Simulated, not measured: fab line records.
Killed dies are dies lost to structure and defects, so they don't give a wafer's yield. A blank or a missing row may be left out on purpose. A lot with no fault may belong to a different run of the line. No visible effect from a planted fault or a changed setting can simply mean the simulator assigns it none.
Which tool is to blame? ; flow n5 finfet ; 57 wafers from 19 lots sampled at 6 of the route's 1938 steps

## WHAT EACH GAUGE READ, for each wafer
The record lacks any reading of a measuring or inspecting step that a usual standard deviation could be used to judge.

## WHAT TOOL EACH LOT RAN ON (gives the tool, then ch and the chambers of the sampled wafers, and finally the start)
lot;N5_BEOL_M11_TRENCH_ETCH_37;N5_BEOL_M11_STRIP_77;N5_BEOL_M11_CURE_72;N5_BEOL_M11_SPUTTER_48;N5_BEOL_M12_DESCUM_33;N5_BEOL_M12_ETCH_38
L075;rie diel-03 ch 1,2,3, day 10 09:49 or earlier;rie diel-03 ch 1,2,3, day 10 09:49 or earlier;uv cure-02 ch 0, day 10 09:49;pvd sputter-01, day 10 11:40;rie diel-01 ch 0,2,3, day 10 14:50;rie diel-01 ch 1,2,3, day 10 16:25
L076;rie diel-03 ch 1,2, day 11 05:44 or earlier;rie diel-03 ch 1,2, day 11 05:44 or earlier;uv cure-03 ch 1, day 11 05:44;pvd sputter-03, day 11 07:44;rie diel-04 ch 0,1,3, day 11 10:35;rie diel-06 ch 0,2,3, day 11 11:30
L077;rie diel-03 ch 1,2,3, day 11 10:23 or earlier;rie diel-03 ch 1,2,3, day 11 10:23 or earlier;uv cure-02 ch 1, day 11 10:23;pvd sputter-01, day 11 12:00;rie diel-06 ch 0,1,2, day 11 14:28;rie diel-01 ch 0,2,3, day 11 17:35
L079;rie diel-05 ch 1,3, day 11 22:32 or earlier;rie diel-05 ch 1,3, day 11 22:32 or earlier;uv cure-02 ch 0, day 11 22:32;pvd sputter-02, day 12 00:13;rie diel-06 ch 1,2, day 12 02:50;rie diel-06 ch 0,2, day 12 04:28
L080;rie diel-02 ch 2,3, day 12 11:38 or earlier;rie diel-02 ch 2,3, day 12 11:38 or earlier;uv cure-02 ch 1, day 12 11:38;pvd sputter-01, day 12 13:38;rie diel-04 ch 1,2,3, day 12 16:37;rie diel-06 ch 0,1,2, day 12 18:08
L081;rie diel-03 ch 1,2,3, day 12 12:52 or earlier;rie diel-03 ch 1,2,3, day 12 12:52 or earlier;uv cure-01 ch 0, day 12 12:52;pvd sputter-02, day 12 17:08;rie diel-06 ch 0,3, day 12 19:47;rie diel-06 ch 0,2, day 12 20:40
L082;rie diel-03 ch 1,3, day 12 21:14 or earlier;rie diel-03 ch 1,3, day 12 21:14 or earlier;uv cure-01 ch 2, day 12 21:14;pvd sputter-02, day 12 22:37;rie diel-04 ch 1,2,3, day 13 01:16;rie diel-06 ch 0,2,3, day 13 02:16
L083;rie diel-02 ch 0,1,2, day 12 23:23 or earlier;rie diel-02 ch 0,1,2, day 12 23:23 or earlier;uv cure-02 ch 1, day 12 23:23;pvd sputter-02, day 13 00:14;rie diel-06 ch 2,3, day 13 03:23;rie diel-01 ch 0,1,2, day 13 04:52
L084;rie diel-03 ch 0,3, day 12 23:53 or earlier;rie diel-03 ch 0,3, day 12 23:53 or earlier;uv cure-03 ch 1, day 12 23:53;pvd sputter-02, day 13 02:24;rie diel-06 ch 0,1,3, day 13 05:18;rie diel-06 ch 1,3, day 13 05:56
L085;rie diel-02 ch 0,2,3, day 13 02:14 or earlier;rie diel-02 ch 0,2,3, day 13 02:14 or earlier;uv cure-01 ch 0, day 13 02:14;pvd sputter-01, day 13 03:07;rie diel-01 ch 1,2,3, day 13 06:00;rie diel-06 ch 0,2, day 13 07:10
L088;rie diel-02 ch 1,3, day 14 12:22 or earlier;rie diel-02 ch 1,3, day 14 12:22 or earlier;uv cure-02 ch 1, day 14 12:22;pvd sputter-01, day 14 13:24;rie diel-04 ch 0,2,3, day 14 16:05;rie diel-04 ch 0,2, day 14 17:32
L089;rie diel-05 ch 0,2, day 14 12:37 or earlier;rie diel-05 ch 0,2, day 14 12:37 or earlier;uv cure-01 ch 0, day 14 12:37;pvd sputter-02, day 14 13:45;rie diel-01 ch 0,2, day 14 16:29;rie diel-04 ch 0,2,3, day 14 18:07
L091;rie diel-02 ch 1,3, day 14 18:46 or earlier;rie diel-02 ch 1,3, day 14 18:46 or earlier;uv cure-02 ch 2, day 14 18:46;pvd sputter-01, day 14 21:03;rie diel-06 ch 0,1,3, day 14 23:47;rie diel-01 ch 0,3, day 15 03:43
L090;rie diel-02 ch 1,3, day 14 21:13 or earlier;rie diel-02 ch 1,3, day 14 21:13 or earlier;uv cure-01 ch 1, day 14 21:13;pvd sputter-01, day 14 22:58;rie diel-06 ch 0,1,2, day 15 03:07;rie diel-01 ch 0,3, day 15 05:47
L092;rie diel-02 ch 0,1,3, day 15 02:17 or earlier;rie diel-02 ch 0,1,3, day 15 02:17 or earlier;uv cure-03 ch 2, day 15 02:17;pvd sputter-03, day 15 03:35;rie diel-01 ch 0,3, day 15 06:25;rie diel-04 ch 0,1,3, day 15 08:43
L094;rie diel-03 ch 0,2,3, day 15 15:45 or earlier;rie diel-03 ch 0,2,3, day 15 15:45 or earlier;uv cure-03 ch 0, day 15 15:45;pvd sputter-02, day 15 17:22;rie diel-04 ch 1,2, day 15 20:24;rie diel-06 ch 2,3, day 15 22:34
L093;rie diel-03 ch 0,1,2, day 15 17:04 or earlier;rie diel-03 ch 0,1,2, day 15 17:04 or earlier;uv cure-01 ch 1, day 15 17:04;pvd sputter-03, day 15 18:28;rie diel-04 ch 1,2,3, day 15 20:56;rie diel-06 ch 1,2,3, day 15 22:49
L097;rie diel-05 ch 0,1,3, day 16 00:07 or earlier;rie diel-05 ch 0,1,3, day 16 00:07 or earlier;uv cure-02 ch 0, day 16 00:07;pvd sputter-03, day 16 01:18;rie diel-01 ch 1,2,3, day 16 03:50;rie diel-04 ch 0,1,3, day 16 05:20
L096;rie diel-03 ch 0,2,3, day 16 00:13 or earlier;rie diel-03 ch 0,2,3, day 16 00:13 or earlier;uv cure-01 ch 0, day 16 00:13;pvd sputter-02, day 16 01:29;rie diel-06 ch 1,2,3, day 16 04:33;rie diel-06 ch 1,2,3, day 16 05:53
- N5_BEOL_M11_TRENCH_ETCH_37: etches SiCOH lowk in C4F6/O2, target depth 148.83 nm, time 48 s.
- N5_BEOL_M11_STRIP_77: strips in N2/H2, time 10 s.
- N5_BEOL_M11_CURE_72: cures SiCOH lowk, time 120 s.
- N5_BEOL_M11_SPUTTER_48: material Cu, target thk 12 nm, time 2 s.
- N5_BEOL_M12_DESCUM_33: chemistry O2, time 7.9 s.
- N5_BEOL_M12_ETCH_38: etches SiCN in CF4/N2, target depth 68.7 nm, time 73.4 s.

## AS READ BY THE TOOLS THEMSELVES (means over the sampled wafers that have a number; for cases with no such wafer, the mark the record gives instead)
N5_BEOL_M11_TRENCH_ETCH_37. Usual: O2_flow_sccm 10.000 sccm, standard deviation 0.028; drypump motor current A 5.6 A, standard deviation 0.39; mfc ar sccm 299.8 sccm, standard deviation 0.9; oes product au 0.79 a.u., standard deviation 0.084; rf fwd power W 341.6 W, standard deviation 1.1; rf vpp V 666 V, standard deviation 10; showerhead plenum p Torr 2.83 Torr, standard deviation 0.11; throttle valve pct 20.85 %, standard deviation 0.2.
lot;tool;O2_flow_sccm (sccm);drypump motor current A (A);mfc ar sccm (sccm);oes product au (a.u.);rf fwd power W (W);rf vpp V (V);showerhead plenum p Torr (Torr);throttle valve pct (%);flag
L075;rie diel-03;9.987;5.2;299.3;0.72;341.5;666;2.82;20.88;
L076;rie diel-03;10.005;5.0;299.7;0.70;340.9;661;2.77;20.94;
L077;rie diel-03;9.980;5.2;299.5;0.71;340.9;666;2.82;20.89;
L079;rie diel-05;10.022;5.9;299.2;0.77;341.6;670;2.82;21.02;
L080;rie diel-02;9.977;6.0;301.0;0.89;341.0;667;2.94;20.78;
L081;rie diel-03;9.997;5.2;300.0;0.70;340.4;665;2.82;20.89;
L082;rie diel-03;10.033;5.3;300.6;0.70;340.9;671;2.80;20.77;
L083;rie diel-02;10.012;5.6;299.1;0.85;342.4;671;2.83;20.66;
L084;rie diel-03;10.002;5.8;299.0;0.75;343.1;652;2.77;20.86;
L085;rie diel-02;10.001;5.7;300.5;0.85;342.3;671;2.90;20.79;
L088;rie diel-02;10.002;6.0;299.4;0.87;341.5;667;2.87;20.55;
L089;rie diel-05;9.978;5.4;299.3;0.77;340.3;671;2.77;21.13;
L091;rie diel-02;10.014;6.1;299.9;0.86;341.3;667;2.93;20.69;
L090;rie diel-02;9.999;6.1;300.5;0.86;342.4;666;2.93;20.68;
L092;rie diel-02;10.011;5.8;299.8;0.84;342.4;670;2.89;20.69;
L094;rie diel-03;9.980;5.5;299.8;0.79;341.7;658;2.82;20.81;
L093;rie diel-03;9.983;5.3;299.8;0.78;342.0;655;2.77;20.88;
L097;rie diel-05;9.981;5.8;299.6;0.74;341.5;671;2.82;21.10;
L096;rie diel-03;9.991;5.5;299.6;0.78;340.4;658;2.82;20.81;

N5_BEOL_M11_STRIP_77. Usual: drypump motor current A 5.6 A, standard deviation 0.39; oes product au 0.79 a.u., standard deviation 0.083; rf vpp V 59.1 V, standard deviation 0.9; showerhead plenum p Torr 2.52 Torr, standard deviation 0.1; temp c 39.99 C, standard deviation 0.1; throttle valve pct 23.5 %, standard deviation 0.39.
lot;tool;drypump motor current A (A);oes product au (a.u.);rf vpp V (V);showerhead plenum p Torr (Torr);temp c (C);throttle valve pct (%);flag
L075;rie diel-03;5.2;0.72;58.4;2.52;39.93;23.6;
L076;rie diel-03;5.0;0.71;58.8;2.47;39.96;23.8;
L077;rie diel-03;5.2;0.71;59.5;2.51;40.04;23.6;
L079;rie diel-05;5.9;0.77;59.5;2.51;39.91;23.6;
L080;rie diel-02;6.0;0.89;59.3;2.63;40.06;23.7;
L081;rie diel-03;5.2;0.71;58.5;2.51;39.94;23.6;
L082;rie diel-03;5.3;0.71;59.1;2.48;40.06;23.3;
L083;rie diel-02;5.5;0.85;59.2;2.51;39.91;23.2;
L084;rie diel-03;5.8;0.75;59.0;2.44;39.98;23.2;
L085;rie diel-02;5.7;0.85;58.7;2.58;39.96;23.6;
L088;rie diel-02;6.0;0.86;58.8;2.55;39.98;23.2;
L089;rie diel-05;5.4;0.76;59.4;2.48;40.00;24.1;
L091;rie diel-02;6.1;0.87;60.0;2.62;39.94;23.6;
L090;rie diel-02;6.1;0.87;59.6;2.62;39.96;23.6;
L092;rie diel-02;5.8;0.84;59.0;2.58;40.00;23.4;
L094;rie diel-03;5.5;0.79;58.9;2.50;39.99;23.3;
L093;rie diel-03;5.3;0.79;59.1;2.46;40.05;23.6;
L097;rie diel-05;5.8;0.74;59.4;2.51;39.96;23.8;
L096;rie diel-03;5.5;0.78;59.0;2.50;39.96;23.3;

N5_BEOL_M11_CURE_72. Usual: lamp power pct 52.32 %, standard deviation 0.054; wafer_temp_C_max 371.7, standard deviation 0.59.
lot;tool;lamp power pct (%);wafer_temp_C_max;flag
L075;uv cure-02;52.32;371.2;
L076;uv cure-03;52.31;371.7;
L077;uv cure-02;52.33;371.3;
L079;uv cure-02;52.26;371.2;
L080;uv cure-02;52.35;371.3;
L081;uv cure-01;52.36;373.1;
L082;uv cure-01;52.34;371.3;
L083;uv cure-02;52.29;371.4;
L084;uv cure-03;52.29;371.8;
L085;uv cure-01;52.27;372.0;
L088;uv cure-02;52.27;371.4;
L089;uv cure-01;52.37;372.9;
L091;uv cure-02;52.31;371.9;
L090;uv cure-01;52.31;371.0;
L092;uv cure-03;52.30;371.6;
L094;uv cure-03;52.32;371.7;
L093;uv cure-01;52.31;371.6;
L097;uv cure-02;52.27;371.3;
L096;uv cure-01;52.29;372.4;

N5_BEOL_M11_SPUTTER_48. Usual: 29.8 % for throttle valve pct, sd 0.93.
lot;tool;throttle valve pct (%);flag
L075;pvd sputter-01;30.4;
L076;pvd sputter-03;30.4;
L077;pvd sputter-01;30.0;
L079;pvd sputter-02;28.5;
L080;pvd sputter-01;30.0;
L081;pvd sputter-02;28.9;
L082;pvd sputter-02;29.7;
L083;pvd sputter-02;29.0;
L084;pvd sputter-02;29.4;
L085;pvd sputter-01;30.5;
L088;pvd sputter-01;29.9;
L089;pvd sputter-02;28.5;
L091;pvd sputter-01;29.7;
L090;pvd sputter-01;30.5;
L092;pvd sputter-03;29.3;
L094;pvd sputter-02;28.1;
L093;pvd sputter-03;29.4;
L097;pvd sputter-03;28.8;
L096;pvd sputter-02;30.4;

N5_BEOL_M12_DESCUM_33. Usual: for drypump motor current A, 5.8 A with a standard deviation of 0.38; for oes product au, 0.78 a.u. with a standard deviation of 0.081; for rf fwd power W, 49.40 W with a standard deviation of 0.19; for rf vpp V, 243.1 V with a standard deviation of 1.5; for showerhead plenum p Torr, 2.10 Torr with a standard deviation of 0.069; for temp c, 39.98 C with a standard deviation of 0.11; for throttle valve pct, 20.46 % with a standard deviation of 0.25.
lot;tool;drypump motor current A (A);oes product au (a.u.);rf fwd power W (W);rf vpp V (V);showerhead plenum p Torr (Torr);temp c (C);throttle valve pct (%);flag
L075;rie diel-01;5.7;0.86;49.53;244.4;2.15;39.91;20.36;
L076;rie diel-04;5.8;0.71;49.08;241.4;2.06;40.06;20.47;
L077;rie diel-06;5.7;0.83;49.49;243.8;2.11;39.85;20.51;
L079;rie diel-06;5.4;0.88;49.60;243.9;2.15;40.10;20.28;
L080;rie diel-04;5.7;0.79;49.50;242.8;2.08;39.97;20.53;
L081;rie diel-06;6.0;0.71;49.31;243.4;2.03;39.94;20.73;
L082;rie diel-04;5.7;0.78;49.43;241.7;2.08;39.84;20.54;
L083;rie diel-06;5.5;0.81;49.41;243.7;2.10;39.96;20.27;
L084;rie diel-06;5.9;0.79;49.44;243.1;2.10;39.98;20.55;
L085;rie diel-01;5.4;0.78;49.35;243.6;2.09;40.13;20.58;
L088;rie diel-04;5.8;0.69;49.40;241.9;2.03;39.92;20.51;
L089;rie diel-01;6.1;0.83;49.32;244.4;2.16;40.01;20.21;
L091;rie diel-06;5.9;0.77;49.41;243.1;2.09;40.07;20.57;
L090;rie diel-06;5.7;0.79;49.35;243.0;2.10;39.96;20.55;
L092;rie diel-01;5.8;0.79;49.49;243.5;2.14;39.90;20.54;
L094;rie diel-04;5.6;0.74;49.41;242.4;2.10;40.01;20.71;
L093;rie diel-04;5.7;0.75;49.48;242.3;2.07;40.06;20.57;
L097;rie diel-01;5.4;0.85;49.39;242.6;2.09;40.00;20.52;
L096;rie diel-06;5.7;0.80;49.52;243.2;2.12;39.90;20.35;

N5_BEOL_M12_ETCH_38. Usual: for drypump motor current A, 5.8 A with a standard deviation of 0.36; for mfc ar sccm, 99.95 sccm with a standard deviation of 0.29; for oes product au, 0.77 a.u. with a standard deviation of 0.072; for rf fwd power W, 428.0 W with a standard deviation of 1.5; for rf vpp V, 382.1 V with a standard deviation of 2.1; for showerhead plenum p Torr, 2.20 Torr with a standard deviation of 0.079; for throttle valve pct, 15.48 % with a standard deviation of 0.23.
lot;tool;drypump motor current A (A);mfc ar sccm (sccm);oes product au (a.u.);rf fwd power W (W);rf vpp V (V);showerhead plenum p Torr (Torr);throttle valve pct (%);flag
L075;rie diel-01;5.4;100.29;0.80;427.6;382.9;2.23;15.59;
L076;rie diel-06;5.8;100.06;0.78;427.4;381.7;2.18;15.50;
L077;rie diel-01;5.7;99.67;0.85;428.3;384.2;2.27;15.38;
L079;rie diel-06;5.5;100.20;0.80;428.6;382.4;2.19;15.50;
L080;rie diel-06;5.7;99.85;0.82;427.4;382.8;2.23;15.52;
L081;rie diel-06;5.8;100.03;0.76;426.1;380.8;2.14;15.71;
L082;rie diel-06;5.8;100.21;0.76;428.3;381.8;2.17;15.53;
L083;rie diel-01;5.7;99.96;0.79;429.4;383.3;2.25;15.48;
L084;rie diel-06;5.8;100.18;0.85;427.8;384.2;2.28;15.36;
L085;rie diel-06;5.8;100.05;0.75;429.0;379.6;2.14;15.72;
L088;rie diel-04;5.6;99.90;0.69;429.9;381.2;2.16;15.59;
L089;rie diel-04;5.8;99.87;0.71;427.3;379.9;2.13;15.46;
L091;rie diel-01;6.1;99.67;0.80;427.0;384.8;2.28;15.36;
L090;rie diel-01;6.1;99.89;0.80;428.0;384.6;2.28;15.37;
L092;rie diel-04;5.8;99.87;0.77;427.3;381.2;2.15;15.39;
L094;rie diel-06;5.5;99.99;0.78;428.0;383.0;2.21;15.37;
L093;rie diel-06;5.7;99.91;0.80;428.3;383.5;2.24;15.40;
L097;rie diel-04;5.9;100.05;0.76;427.5;379.9;2.14;15.40;
L096;rie diel-06;5.7;100.21;0.80;428.3;383.1;2.24;15.40;

## THE ANSWER, worked out from the rows above alone
Rule: take the mean of a lot's wafers that have a number; if it is more than 3 standard deviations from the usual mean, the lot is off. A lot without any number at a reading at which 4 lots or more have one is off too. All remaining lots with rows at the step are treated as sound. First the gauges in route order, then the tools' own readings, where a lot's mean is used as printed above. At the first step where some lot is off, the reading lying furthest off is the one used; lots without a number count as furthest.
No lot is off at any reading shown: from this, nothing can be told.

## WHAT HAD BEEN PUT IN BY THE SIMULATOR
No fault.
